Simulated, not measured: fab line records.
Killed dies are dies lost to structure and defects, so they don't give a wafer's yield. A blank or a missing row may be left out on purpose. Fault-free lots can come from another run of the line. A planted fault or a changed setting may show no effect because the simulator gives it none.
fab line records	flow n5Finfet
record: lots: 8	wafers: 24	lastDay: 18
route steps=1938 shown SPACER0@259 SD_EPI_N@275 BEOL_M4@1111 PASSIVATION@1936
lots that met no fault: taken from a fault-free run of the same line
startH: start of the lot's first displayed wafer, in hours after the record's first day	waitH: hours elapsed since this lot's preceding step	" unchanged from the row above	L1.1+2: a single row standing in for several wafers	- no value, or no start given	* or withheld: withheld	< > ~ a bound
route shown NAME@n: a module of which the file shows steps, and the number in the route of the first	usual: average and standard deviation across the fault-free wafers	same: alike in all rows	chamber/n: place in a boat	sites: per-site readings	_std_site: their standard deviation	_edge_site: the outer-site mean with the inner-site mean subtracted	radiusMm: for every site, how far away it sits from the centre of the wafer	mask NAME#n: copy n	behind: the last tool/chamber to shape the wafer	hold: reason for holding the lot/hours on hold/outcome of the hold	device: the n, p or np transistor that did not switch	end of line: at the end of the route, the tests of the same wafers	step lacking rows: just its recipe	killed: count of dies lost to structure and defects at first sort (not the wafer's yield)	map: a wafer's dies, marking killed ones x, the rest . and places with no die _
set.NAME: the setting the step ran with; set.NAME@STEP: the setting that earlier step ran with	model.NAME: the simulator's own value behind a step, which no gauge read
steps of the route over a sample of lots; a table a step, a row a wafer
services: a tool's chamber out of use, with start hour (startH, from the record's first day; less than 0 if before it), hours out, and reason
== steps ==
step: N5_SPACER0_ALD_00
recipe: material: SiOCN	targetThkA: 35	tempC: 400	aldPrecursorFamily: alkyl-aminosilane	aldCoReactant: O2/N2-plasma	pulseTimeS: 3	purgeTimeS: 2	coReactantPurgeTimeS: 2	aldCycles: 58	pressureTorr: 2
usual: heaterPowerW: 839/82	precursorPulseHeightRel: 1.000/0.02
lot.wafer	tool	chamber	startH	waitH	heaterPowerW	precursorPulseHeightRel
L898.1	aldSin-02	3	65.72	0.1	810	0.996
L898.2	"	0	"	"	775	1.014
L898.5	"	2	"	"	748	1.005
L906.1	aldSin-02	3	116.61	0.1	828	1.000
L906.3	"	0	"	"	763	1.008
L906.5	"	2	"	"	760	1.011
L907.2	aldSin-03	3	121.86	0.1	952	0.974
L907.3	"	0	"	"	913	1.031
L907.6	"	2	"	"	753	0.975
L912.2	aldSin-01	1	150.88	0.1	964	0.989
L912.5	"	1	"	"	981	1.027
L912.6	"	2	"	"	849	1.031
L914.1	aldSin-01	1	164.29	0.1	966	0.967
L914.3	"	2	"	"	862	0.993
L914.4	"	3	"	"	734	1.004
L915.1	aldSin-01	0	168.36	0.1	819	1.004
L915.5	"	0	"	"	816	0.966
L915.6	"	1	"	"	985	1.024
L917.1	aldSin-02	1	189.26	0.1	863	0.998
L917.4	"	0	"	"	766	0.984
L917.5	"	1	"	"	882	1.002
L918.1	aldSin-01	2	193.32	0.1	867	0.968
L918.3	"	3	"	"	723	0.980
L918.5	"	0	"	"	807	0.993
step: N5_SD_EPI_N_ETCH_35
recipe: chemistry: N2/H2	target: SOC	overetchA: 1080	maskMaterial: SiARC	tempC: 40	ionEnergyEv: 100	sourceW: 3000	biasW: 133	pressureMtorr: 20	timeS: 486	n2FlowSccm: 200	h2FlowSccm: 200
usual: chamberPressureMTorr: 20.001/0.019	drypumpMotorCurrentA: 5.6/0.43	oesProductAu: 0.72/0.078	rfVppV: 240.8/1.5	showerheadPlenumPTorr: 2.55/0.094	throttleValvePct: 23.82/0.25
lot.wafer	tool	chamber	startH	waitH	chamberPressureMTorr	drypumpMotorCurrentA	oesProductAu	rfHoursCounterH	rfVppV	showerheadPlenumPTorr	throttleValvePct
L898.1	rieDiel-05	3	66.69	0.0	20.035	5.0	0.63	251	238.9	2.39	23.70
L898.2	"	1	"	"	20.029	6.1	0.61	239	241.0	2.60	23.92
L898.5	"	2	"	"	19.979	5.6	0.84	-	239.7	2.48	23.91
L906.1	rieDiel-05	3	117.48	0.0	20.012	5.0	0.85	5	243.0	2.71	23.32
L906.3	"	0	"	"	19.992	5.5	0.81	20	241.0	2.48	23.55
L906.5	"	2	"	"	19.961	5.6	0.79	-	239.1	2.47	23.93
L907.2	rieDiel-05	2	122.90	0.1	19.988	5.6	0.79	47	239.2	2.47	23.95
L907.3	"	2	"	"	19.975	5.7	0.78	-	239.2	2.47	23.92
L907.6	"	3	"	"	19.992	5.0	0.83	-	243.4	2.71	23.31
L912.2	rieDiel-05	3	151.94	0.0	20.013	5.0	0.72	18	243.6	2.70	23.29
L912.5	"	3	"	"	20.005	5.0	0.72	-	241.7	2.70	23.28
L912.6	"	2	"	"	20.007	5.7	0.70	-	240.7	2.47	23.94
L914.1	rieDiel-05	3	165.17	0.0	20.014	5.0	0.71	22	242.4	2.70	23.29
L914.3	"	2	"	"	20.014	5.7	0.69	63	240.6	2.46	23.92
L914.4	"	0	"	"	19.981	5.5	0.69	34	238.4	2.48	23.55
L915.1	rieDiel-06	1	169.35	0.0	19.999	6.2	0.78	39	244.0	2.70	24.03
L915.5	"	3	"	"	20.017	5.7	0.62	-	242.3	2.61	24.10
L915.6	"	0	"	"	19.985	4.8	0.76	-	243.3	2.68	23.71
L917.1	rieDiel-06	0	190.25	0.0	20.013	4.8	0.76	64	243.8	2.68	23.74
L917.4	"	2	"	"	19.979	5.8	0.64	217	239.3	2.51	23.91
L917.5	"	1	"	"	20.012	6.2	0.77	-	241.8	2.70	24.04
L918.1	rieDiel-01	1	194.31	0.0	20.009	5.6	0.62	231	238.2	2.50	23.94
L918.3	"	0	"	"	20.020	6.2	0.63	231	238.7	2.52	24.23
L918.5	"	3	"	"	20.007	5.3	0.73	-	240.1	2.45	23.58
step: N5_SD_EPI_N_ETCHBACK_44
recipe: chemistry: CH3F/O2	mode: anisotropicEtchback	target: SiNx	targetDepthA: 145	stopOn: SiO2	overEtchFrac: 0.3	ionEnergyEv: 120	pressureMtorr: 30	sourceW: 395	biasW: 73	Ar_flow_sccm: 150	CH3F_flow_sccm: 30	O2_flow_sccm: 20
usual: O2_flow_sccm: 20.01/0.059	chamberPressureMTorr: 30.004/0.029	drypumpMotorCurrentA: 5.6/0.43	oesProductAu: 0.69/0.074	rfVppV: 296.4/2.4	showerheadPlenumPTorr: 2.01/0.075	throttleValvePct: 16.37/0.28
lot.wafer	tool	chamber	startH	waitH	O2_flow_sccm	chamberPressureMTorr	drypumpMotorCurrentA	oesProductAu	rfHoursCounterH	rfVppV	showerheadPlenumPTorr	throttleValvePct
L898.1	rieDiel-05	3	67.02	0.0	20.08	30.017	5.0	0.60	252	296.7	1.89	16.64
L898.2	"	1	"	"	19.98	29.999	6.1	0.58	239	296.4	2.05	16.41
L898.5	"	2	"	"	20.08	29.979	5.6	0.79	-	293.5	1.96	16.45
L906.1	rieDiel-05	3	117.80	0.0	20.02	29.975	4.9	0.81	5	300.9	2.14	16.13
L906.3	"	0	"	"	20.01	29.984	5.5	0.77	20	295.1	1.96	16.04
L906.5	"	2	"	"	20.00	30.010	5.6	0.75	-	293.6	1.95	16.45
L907.2	rieDiel-05	2	123.39	0.0	19.96	30.004	5.7	0.76	48	294.0	1.95	16.48
L907.3	"	2	"	"	20.05	30.010	5.6	0.75	-	293.8	1.95	16.49
L907.6	"	3	"	"	20.04	30.036	5.0	0.79	-	300.5	2.14	16.14
L912.2	rieDiel-05	3	152.26	0.0	20.11	30.078	5.0	0.33	18	302.2	2.13	16.12
L912.5	"	3	"	"	20.02	30.015	5.0	0.33	-	300.7	2.13	16.13
L912.6	"	2	"	"	19.99	30.012	5.6	0.32	-	295.0	1.95	16.46
L914.1	rieDiel-05	3	165.49	0.0	19.98	30.038	4.9	0.34	23	300.2	2.13	16.13
L914.3	"	2	"	"	20.03	30.005	5.7	0.32	63	294.4	1.94	16.46
L914.4	"	0	"	"	19.97	30.014	5.5	0.33	34	296.2	1.96	16.01
L915.1	rieDiel-06	1	169.68	0.0	20.09	29.999	6.2	0.75	39	294.7	2.13	16.40
L915.5	"	3	"	"	20.05	30.041	5.7	0.59	-	299.3	2.06	16.81
L915.6	"	0	"	"	20.00	30.006	4.8	0.73	-	299.7	2.11	16.46
L917.1	rieDiel-06	0	190.58	0.0	19.97	30.025	4.8	0.72	64	298.0	2.11	16.46
L917.4	"	2	"	"	20.00	29.997	5.8	0.61	217	294.6	1.98	16.58
L917.5	"	1	"	"	20.09	30.013	6.2	0.73	-	293.8	2.13	16.42
L918.1	rieDiel-01	1	194.63	0.0	19.98	29.947	5.6	0.59	231	295.5	1.98	16.55
L918.3	"	0	"	"	20.11	30.001	6.2	0.60	231	294.5	1.98	16.81
L918.5	"	3	"	"	19.95	30.006	5.3	0.68	-	297.9	1.93	16.00
step: N5_SD_EPI_N_ETCH_45
recipe: chemistry: CH3F/O2	target: SiOCN	targetDepthA: 60	maskMaterial: SOC	ionEnergyEv: 60	biasW: 29	pressureMtorr: 15	sourceW: 410	Ar_flow_sccm: 150	CH3F_flow_sccm: 30	O2_flow_sccm: 20
usual: O2_flow_sccm: 20.00/0.052	chamberPressureMTorr: 15.002/0.013	drypumpMotorCurrentA: 5.6/0.43	oesProductAu: 0.81/0.092	rfVppV: 127.6/1	showerheadPlenumPTorr: 2.00/0.075	throttleValvePct: 23.35/0.28
lot.wafer	tool	chamber	startH	waitH	O2_flow_sccm	chamberPressureMTorr	drypumpMotorCurrentA	oesProductAu	rfHoursCounterH	rfVppV	showerheadPlenumPTorr	throttleValvePct
L898.1	rieDiel-05	3	67.12	0.1	20.05	15.001	5.0	0.69	252	127.8	1.88	23.55
L898.2	"	1	"	"	20.01	14.981	6.1	0.68	239	127.2	2.04	23.33
L898.5	"	2	"	"	20.05	14.974	5.6	0.93	-	127.9	1.95	23.46
L906.1	rieDiel-05	3	117.90	0.1	20.02	14.996	5.0	0.95	5	128.8	2.13	23.14
L906.3	"	0	"	"	19.94	15.011	5.5	0.91	20	127.7	1.95	23.08
L906.5	"	2	"	"	19.96	14.984	5.6	0.90	-	128.0	1.94	23.50
L907.2	rieDiel-05	2	123.54	0.1	20.10	15.005	5.6	0.89	48	126.5	1.94	23.49
L907.3	"	2	"	"	20.03	14.987	5.6	0.89	-	127.5	1.94	23.48
L907.6	"	3	"	"	20.00	14.987	5.0	0.92	-	128.6	2.13	23.14
L912.2	rieDiel-05	3	152.36	0.1	20.09	15.008	5.0	0.91	18	128.8	2.13	23.16
L912.5	"	3	"	"	19.97	15.000	5.0	0.91	-	128.2	2.13	23.17
L912.6	"	2	"	"	20.03	14.986	5.6	0.87	-	127.1	1.94	23.51
L914.1	rieDiel-05	3	165.59	0.1	20.07	15.018	4.9	0.90	23	129.5	2.12	23.16
L914.3	"	2	"	"	20.01	15.002	5.6	0.87	63	126.8	1.94	23.50
L914.4	"	0	"	"	20.00	15.013	5.5	0.88	34	127.2	1.95	23.08
L915.1	rieDiel-06	1	169.78	0.1	20.04	14.999	6.2	0.87	39	129.1	2.13	23.47
L915.5	"	3	"	"	19.97	15.000	5.7	0.68	-	126.7	2.05	23.75
L915.6	"	0	"	"	20.01	15.002	4.8	0.85	-	129.0	2.11	23.47
L917.1	rieDiel-06	0	190.68	0.1	20.05	15.020	4.8	0.85	64	128.2	2.10	23.46
L917.4	"	2	"	"	20.00	15.013	5.8	0.71	217	126.1	1.97	23.53
L917.5	"	1	"	"	19.99	15.012	6.3	0.86	-	129.5	2.12	23.47
L918.1	rieDiel-01	1	194.73	0.1	20.09	15.012	5.6	0.69	231	127.4	1.97	23.48
L918.3	"	0	"	"	20.05	15.011	6.2	0.69	231	127.3	1.98	23.77
L918.5	"	3	"	"	20.07	14.988	5.3	0.79	-	127.1	1.93	22.90
step: N5_SD_EPI_N_STRIP_38
recipe: chemistry: N2/H2	powerW: 1000	tempC: 250	h2Frac: 0.65	overashFraction: 0.3	pressureMtorr: withheld	n2FlowSccm: 1750	h2FlowSccm: 3250
usual: drypumpMotorCurrentA: 5.4/0.49	heaterPowerW: 323/61	oesProductAu: 0.762/0.011
lot.wafer	tool	chamber	startH	waitH	drypumpMotorCurrentA	heaterPowerW	oesProductAu	rfHoursCounterH
L898.1	plasmaAsher-01	1	67.38	0.1	4.7	370	0.759	35
L898.2	"	0	"	"	5.1	333	0.755	35
L898.5	"	1	"	"	4.7	369	0.756	-
L906.1	plasmaAsher-01	0	118.17	0.1	5.1	329	0.774	47
L906.3	"	1	"	"	4.7	375	0.775	-
L906.5	"	1	"	"	4.7	368	0.754	-
L907.2	plasmaAsher-02	0	123.88	0.1	5.7	369	0.767	91
L907.3	"	1	"	"	6.0	231	0.757	-
L907.6	"	1	"	"	6.0	225	0.779	-
L912.2	plasmaAsher-02	0	152.68	0.1	5.7	368	0.767	101
L912.5	"	0	"	"	5.6	375	0.793	-
L912.6	"	1	"	"	6.0	228	0.753	-
L914.1	plasmaAsher-02	0	165.87	0.1	5.7	369	0.757	106
L914.3	"	0	"	"	5.7	376	0.770	-
L914.4	"	1	"	"	6.0	225	0.755	-
L915.1	plasmaAsher-02	1	170.04	0.1	6.0	226	0.770	107
L915.5	"	0	"	"	5.7	377	0.780	-
L915.6	"	1	"	"	6.0	224	0.756	-
L917.1	plasmaAsher-01	0	190.94	0.1	5.1	328	0.758	55
L917.4	"	1	"	"	4.7	374	0.783	-
L917.5	"	0	"	"	5.1	328	0.755	-
L918.1	plasmaAsher-02	1	195.00	0.1	6.0	225	0.766	112
L918.3	"	0	"	"	5.7	372	0.764	-
L918.5	"	1	"	"	6.0	228	0.756	-
step: N5_BEOL_M4_RC_MEAS_101
usual: DIBL_N: 35.7/1.3	DIBL_P: 35.4/1.8	IOFF_N: 0.152/0.027	IOFF_P: 0.20/0.034	ION_N: 672/9.8	ION_P: 461/7.5	SS_N: 71.4/0.55	SS_P: 73.1/0.61	VT_N: 251/3.3	VT_P: -251/3.6
lot.wafer	tool	chamber	startH	waitH	DIBL_N[mV/V]	DIBL_P[mV/V]	IOFF_N[nA/um]	IOFF_P[nA/um]	ION_N[uA/um]	ION_P[uA/um]	SS_N[mV/dec]	SS_P[mV/dec]	VT_N[mV]	VT_P[mV]
L898.1	prober-02	0	181.19	0.0	34.3	36.0	0.149	0.18	676	457	70.9	72.8	252	-255
L898.2	"	0	"	"	34.6	34.9	0.144	0.17	664	455	71.6	72.0	254	-253
L898.5	"	0	"	"	33.5	35.0	0.146	0.17	670	459	70.7	73.0	251	-252
L906.1	prober-02	0	236.93	0.0	37.6	35.4	0.182	0.22	679	466	71.1	72.9	245	-248
L906.3	"	0	"	"	37.1	35.1	0.195	0.23	686	469	70.6	73.9	244	-245
L906.5	"	0	"	"	36.1	34.5	0.168	0.21	684	468	70.3	73.2	244	-248
L907.2	prober-02	0	240.16	0.2	35.2	34.3	0.139	0.16	649	445	71.2	73.1	252	-256
L907.3	"	0	"	"	34.1	33.3	0.125	0.15	659	449	70.1	73.0	251	-256
L907.6	"	0	"	"	35.6	35.7	0.146	0.17	653	445	71.2	73.2	254	-256
L915.1	prober-02	0	281.59	0.6	33.4	34.1	0.116	0.15	656	451	71.0	72.4	256	-258
L915.5	"	0	"	"	33.5	33.9	0.108	0.15	649	445	70.8	72.5	258	-256
L915.6	"	0	"	"	36.0	36.6	0.151	0.18	663	452	71.3	73.1	251	-257
L917.1	prober-01	0	308.16	0.0	34.3	34.6	0.123	0.18	663	458	71.2	72.0	253	-252
L917.4	"	0	"	"	36.4	36.6	0.150	0.20	673	464	71.5	73.5	250	-250
L917.5	"	0	"	"	35.3	35.2	0.124	0.17	667	456	71.2	72.7	253	-251
L918.1	prober-02	0	318.48	0.0	34.8	33.5	0.121	0.19	674	459	70.5	73.0	254	-252
L918.3	"	0	"	"	33.8	32.4	0.104	0.17	653	457	70.8	72.3	259	-253
L918.5	"	0	"	"	35.4	34.7	0.132	0.20	668	467	71.3	73.0	252	-249
step: N5_PASSIVATION_PROBE_49
usual: defectLimitedYield: 91.5/1.3	killed_at_M0_to_M3: 33/11	killed_at_M4_up: 14/5.3	killedAtContacts: 11/6.3	killedAtFrontEnd: 38/10	killedAtOther: 3.7/2.8	killedDies: 101/16	killedOnRim: 13/3.4	killedOpen: 67/12	killedShort: 32/7.4	sort_bin_5_function: 5.0/0.86	sort_bin_6_memory: 3.2/0.69	sort_bin_8_speed: 0.00/0.007	sortNPass: 1079/16	sortYieldPct: 91.5/1.3
same: grossDies: 1180	killedAtBackSide: 0	sort_bin_4_leakage[%]: 0
lot.wafer	tool	chamber	startH	waitH	defectLimitedYield[%]	killed_at_M0_to_M3	killed_at_M4_up	killedAtContacts	killedAtFrontEnd	killedAtOther	killedDies	killedOnRim	killedOpen	killedShort	sort_bin_5_function[%]	sort_bin_6_memory[%]	sort_bin_8_speed[%]	sortNPass	sortYieldPct[%]
L898.1	prober-02	-	296.98	0.0	93.2	13	13	18	30	6	80	9	56	21	4.3	2.4	0	1100	93.2
L898.2	prober-02	-	297.03	0.1	91.4	31	18	11	33	8	101	10	72	26	5.2	3.1	0	1079	91.4
L898.5	prober-02	-	297.18	0.2	92.9	14	18	12	40	0	84	13	59	24	4.7	2.1	0	1096	92.9
L906.1	prober-02	-	338.59	0.0	94.8	15	16	5	25	0	61	7	39	21	2.5	2.2	0	1119	94.8
L906.3	prober-02	-	338.69	0.1	92.8	22	5	15	39	4	85	10	46	37	4.2	2.6	0	1095	92.8
L906.5	prober-02	-	338.79	0.2	94.0	15	10	9	32	5	71	9	47	24	2.8	2.8	0	1109	94.0
L907.2	prober-01	-	347.54	0.1	89.9	47	10	14	42	6	119	15	76	40	5.6	3.9	0	1061	89.9
L907.3	prober-01	-	347.59	0.1	88.3	53	19	12	51	3	138	14	94	43	7.5	4.0	0	1042	88.3
L907.6	prober-01	-	347.74	0.3	90.9	43	21	17	24	2	107	11	78	28	5.9	3.1	0	1073	90.9
L914.1	prober-01	-	372.02	0.0	0	31	13	7	1127	2	1180	152	58	30	97.1	2.5	0	0	0
L914.3	prober-01	-	372.12	0.1	0	28	13	12	1124	3	1180	152	68	30	95.7	3.9	0	0	0
L914.4	prober-01	-	372.17	0.2	0	24	12	5	1137	2	1180	152	36	37	97.5	2.2	0	0	0
L915.1	prober-01	-	386.30	0.0	92.4	32	12	15	29	2	90	12	61	29	4.7	2.6	0	1090	92.4
L915.5	prober-01	-	386.50	0.2	90.5	32	19	9	48	4	112	12	72	40	5.3	3.9	0.08	1067	90.4
L915.6	prober-01	-	386.55	0.3	90.1	51	17	13	31	5	117	15	86	28	4.9	4.6	0	1063	90.1
L917.1	prober-01	-	408.42	0.0	89.7	37	17	7	57	3	121	13	97	24	5.5	4.6	0	1059	89.7
L917.4	prober-01	-	408.57	0.2	91.6	29	13	9	44	4	99	11	66	31	5.0	3.2	0	1081	91.6
L917.5	prober-01	-	408.62	0.2	92.3	15	13	13	45	5	91	9	53	36	3.9	3.1	0	1089	92.3
L918.1	prober-02	-	422.11	0.0	91.4	32	10	15	42	2	101	21	69	30	4.8	3.4	0	1079	91.4
L918.3	prober-02	-	422.21	0.1	91.3	28	6	12	54	3	103	14	68	35	5.2	3.2	0	1077	91.3
L918.5	prober-02	-	422.31	0.2	90.9	51	8	10	27	11	107	12	66	39	5.3	3.0	0	1073	90.9
killed by level:class
L898.1 MOL_CONTACT_COAG:geometricParticle:open=16 STI_FIN_REVEAL:geometricParticle:open=13 BEOL_M4:geometricParticle:open=6 BEOL_M0_SAQP:geometricParticle:short=3 MIM_TOP:geometricParticle:open=3 STARTING-WAFER:geometricParticle:open=3 FIN_SAQP:geometricParticle:open=2 FIN_SAQP:geometricParticle:short=2
L898.2 STI_FIN_REVEAL:geometricParticle:open=11 BEOL_M3:geometricParticle:open=10 MOL_CONTACT_COAG:geometricParticle:open=9 BEOL_M1:geometricParticle:open=8 DUMMY_GATE:geometricParticle:open=7 BEOL_M4:geometricParticle:open=7 GATE_CUT:geometricParticle:short=6 BEOL_M0_SAQP:geometricParticle:open=5
L898.5 STI_FIN_REVEAL:geometricParticle:open=16 MOL_CONTACT_COAG:geometricParticle:open=11 BEOL_M4:geometricParticle:open=8 FIN_SAQP:geometricParticle:open=6 FIN_SAQP:geometricParticle:short=6 BEOL_M2:geometricParticle:open=5 BEOL_M4:geometricParticle:short=4 STI_FIN_REVEAL:geometricParticle:short=3
L906.1 STI_FIN_REVEAL:geometricParticle:open=5 BEOL_M4:geometricParticle:open=5 STARTING-WAFER:geometricParticle:open=5 FIN_SAQP:geometricParticle:open=4 BEOL_M1:geometricParticle:open=4 BEOL_M4:geometricParticle:short=4 MOL_CONTACT_COAG:geometricParticle:open=3 ILD0:geometricParticle:short=2
L906.3 FIN_SAQP:geometricParticle:short=10 STI_FIN_REVEAL:geometricParticle:open=9 MOL_CONTACT_COAG:geometricParticle:short=8 MOL_CONTACT_COAG:geometricParticle:open=7 FIN_SAQP:geometricParticle:open=6 BEOL_M0_SAQP:geometricParticle:open=4 BEOL_M0_SAQP:geometricParticle:short=4 BEOL_M3:geometricParticle:open=4
L906.5 FIN_SAQP:geometricParticle:short=6 STI_FIN_REVEAL:geometricParticle:open=6 MOL_CONTACT_COAG:geometricParticle:open=5 FIN_SAQP:geometricParticle:open=4 MOL_CONTACT_COAG:geometricParticle:short=4 GATE_CUT:geometricParticle:open=4 BEOL_M0_SAQP:geometricParticle:open=4 BEOL_M4:geometricParticle:open=4
L907.2 STI_FIN_REVEAL:geometricParticle:open=16 BEOL_M0_SAQP:geometricParticle:open=15 MOL_CONTACT_COAG:geometricParticle:open=13 BEOL_M2:geometricParticle:open=8 FIN_SAQP:geometricParticle:short=7 BEOL_M0_SAQP:geometricParticle:short=7 BEOL_M1:geometricParticle:open=6 BEOL_M3:geometricParticle:open=4
L907.3 STI_FIN_REVEAL:geometricParticle:open=20 MOL_CONTACT_COAG:geometricParticle:open=11 BEOL_M0_SAQP:geometricParticle:short=11 BEOL_M1:geometricParticle:open=11 BEOL_M0_SAQP:geometricParticle:open=10 BEOL_M1:geometricParticle:short=8 STI_FIN_REVEAL:geometricParticle:short=6 BEOL_M2:geometricParticle:open=6
L907.6 BEOL_M2:geometricParticle:open=19 MOL_CONTACT_COAG:geometricParticle:open=12 BEOL_M4:geometricParticle:open=12 BEOL_M1:geometricParticle:open=7 GATE_CUT:geometricParticle:short=5 MOL_CONTACT_COAG:geometricParticle:short=5 BEOL_M3:geometricParticle:open=5 STI_FIN_REVEAL:geometricParticle:open=4
L914.1 SD_EPI_N:areaEtch=1089 FIN_SAQP:geometricParticle:open=9 BEOL_M0_SAQP:geometricParticle:short=9 BEOL_M0_SAQP:geometricParticle:open=9 FIN_SAQP:geometricParticle:short=7 MOL_CONTACT_COAG:geometricParticle:open=7 BEOL_M2:geometricParticle:open=6 DUMMY_GATE:geometricParticle:open=4
L914.3 SD_EPI_N:areaEtch=1079 MOL_CONTACT_COAG:geometricParticle:open=11 FIN_SAQP:geometricParticle:open=10 BEOL_M2:geometricParticle:open=9 FIN_SAQP:geometricParticle:short=6 GATE_CUT:geometricParticle:short=6 BEOL_M0_SAQP:geometricParticle:open=6 DUMMY_GATE:geometricParticle:open=5
L914.4 SD_EPI_N:areaEtch=1104 BEOL_M0_SAQP:geometricParticle:short=8 FIN_SAQP:geometricParticle:open=6 FIN_SAQP:geometricParticle:short=6 GATE_CUT:geometricParticle:short=5 MOL_CONTACT_COAG:geometricParticle:open=5 BEOL_M4:geometricParticle:open=5 BEOL_M0_SAQP:geometricParticle:open=4
L915.1 MOL_CONTACT_COAG:geometricParticle:open=11 BEOL_M1:geometricParticle:open=11 FIN_SAQP:geometricParticle:open=7 FIN_SAQP:geometricParticle:short=7 BEOL_M2:geometricParticle:short=6 BEOL_M4:geometricParticle:open=6 BEOL_M0_SAQP:geometricParticle:short=5 MOL_CONTACT_COAG:geometricParticle:short=4
L915.5 FIN_SAQP:geometricParticle:open=12 FIN_SAQP:geometricParticle:short=11 BEOL_M0_SAQP:geometricParticle:short=11 STI_FIN_REVEAL:geometricParticle:open=10 BEOL_M4:geometricParticle:open=10 BEOL_M2:geometricParticle:open=8 MOL_CONTACT_COAG:geometricParticle:open=7 BEOL_M0_SAQP:geometricParticle:open=5
L915.6 MOL_CONTACT_COAG:geometricParticle:open=13 BEOL_M3:geometricParticle:open=12 BEOL_M0_SAQP:geometricParticle:short=9 DUMMY_GATE:geometricParticle:open=8 BEOL_M2:geometricParticle:open=8 BEOL_M4:geometricParticle:open=8 BEOL_M0_SAQP:geometricParticle:open=6 BEOL_M1:geometricParticle:open=6
L917.1 FIN_SAQP:geometricParticle:open=31 BEOL_M1:geometricParticle:open=11 BEOL_M4:geometricParticle:open=10 FIN_SAQP:geometricParticle:short=9 BEOL_M3:geometricParticle:open=7 STI_FIN_REVEAL:geometricParticle:open=7 MOL_CONTACT_COAG:geometricParticle:open=7 BEOL_M2:geometricParticle:open=7
L917.4 FIN_SAQP:geometricParticle:open=12 BEOL_M0_SAQP:geometricParticle:open=8 STI_FIN_REVEAL:geometricParticle:open=7 BEOL_M0_SAQP:geometricParticle:short=6 MOL_CONTACT_COAG:geometricParticle:open=5 BEOL_M2:geometricParticle:open=5 DUMMY_GATE:geometricParticle:open=4 STARTING-WAFER:geometricParticle:open=4
L917.5 DUMMY_GATE:geometricParticle:open=10 MOL_CONTACT_COAG:geometricParticle:open=7 BEOL_M2:geometricParticle:open=7 BEOL_M4:geometricParticle:short=6 MOL_CONTACT_COAG:geometricParticle:short=6 FIN_SAQP:geometricParticle:open=5 GATE_CUT:geometricParticle:short=5 STI_FIN_REVEAL:geometricParticle:open=4
L918.1 STI_FIN_REVEAL:geometricParticle:open=14 MOL_CONTACT_COAG:geometricParticle:open=11 BEOL_M1:geometricParticle:open=8 BEOL_M3:geometricParticle:open=8 STI_FIN_REVEAL:geometricParticle:short=5 BEOL_M2:geometricParticle:open=5 STARTING-WAFER:geometricParticle:short=5 FIN_SAQP:geometricParticle:open=4
L918.3 STI_FIN_REVEAL:geometricParticle:open=13 MOL_CONTACT_COAG:geometricParticle:open=10 FIN_SAQP:geometricParticle:short=8 BEOL_M1:geometricParticle:open=6 BEOL_M0_SAQP:geometricParticle:open=6 FIN_CUT:geometricParticle:open=5 FIN_SAQP:geometricParticle:open=4 BEOL_M4:geometricParticle:open=4
L918.5 BEOL_M3:geometricParticle:open=12 MOL_CONTACT_COAG:geometricParticle:open=10 BEOL_M0_SAQP:geometricParticle:short=10 BEOL_M2:geometricParticle:open=8 FIN_SAQP:geometricParticle:short=6 BEOL_M1:geometricParticle:open=5 BEOL_M4:geometricParticle:open=5 PASS1_CAP:geometricParticle:short=5
== services ==
tool	chamber	startH	hours	kind
plasmaAsher-02	-	42.71	8.5	repair
rieDiel-01	1	43.00	9.0	repair
rieDiel-01	-	44.60	4.5	repair
aldSin-03	0	54.29	4.1	repair
rieDiel-05	0	54.38	-	clean
rieDiel-05	0	54.38	-	consumableReplace:focusRing
rieDiel-05	0	54.38	18.2	scheduledDown
rieDiel-05	0	54.38	18.2	ventCycle
rieDiel-05	3	77.97	4.6	repair
rieDiel-05	3	82.67	-	clean
rieDiel-05	3	82.67	-	consumableReplace:focusRing
rieDiel-05	3	82.67	-	consumableReplace:showerhead
rieDiel-05	3	82.67	23.6	scheduledDown
rieDiel-05	3	82.67	23.6	ventCycle
aldSin-03	-	85.29	14.0	pm
plasmaAsher-02	-	97.39	8.7	pm
rieDiel-05	1	106.24	-	clean
plasmaAsher-02	-	111.70	0.6	repair
aldSin-03	-	143.78	28.1	pm
rieDiel-06	0	149.96	9.6	repair
rieDiel-06	-	186.01	2.8	pm
aldSin-01	-	186.80	0.8	pm
aldSin-03	-	187.19	2.6	repair
rieDiel-06	2	193.07	5.0	repair
== key ==
firstSign: step: N5_SD_EPI_N_ETCHBACK_44	reading: oesProductAu	direction: down	sigmas: 4.9	usual: 0.69	struck: 0.33
effect: step: N5_PASSIVATION_PROBE_49	reading: killedAtFrontEnd	direction: up	sigmas: 99+	usual: 38	struck: 1129
moreKillsBornAt: N5_SD_EPI_N_ETCH_35@rieDiel-05: 3272
metAt N5_SD_EPI_N_ETCH_35
struckLots L912,L914
rowsEnd L912.2,L912.5,L912.6
laterRowsLeftOut L914.1,L914.3,L914.4
notActingAt N5_SPACER0_ALD_00,N5_SD_EPI_N_ETCH_45,N5_SD_EPI_N_STRIP_38
onsetBetween 122.90 151.94
alsoFits N5_SD_EPI_N_ETCHBACK_44:rieDiel-05
fault: kind: processParameterDrift	tool: rieDiel-05	chamber: -	onsetH: 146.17	steps: N5_SD_EPI_N_ETCH_35	channel: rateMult	offset: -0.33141	shape: step
laterRowsLeftOut: the simulator's readings of these wafers behind a module that went badly wrong aren't trusted and aren't shown, but for the sort
rowsEnd: these wafers met a further fault down the route, and their rows from its step on are left out
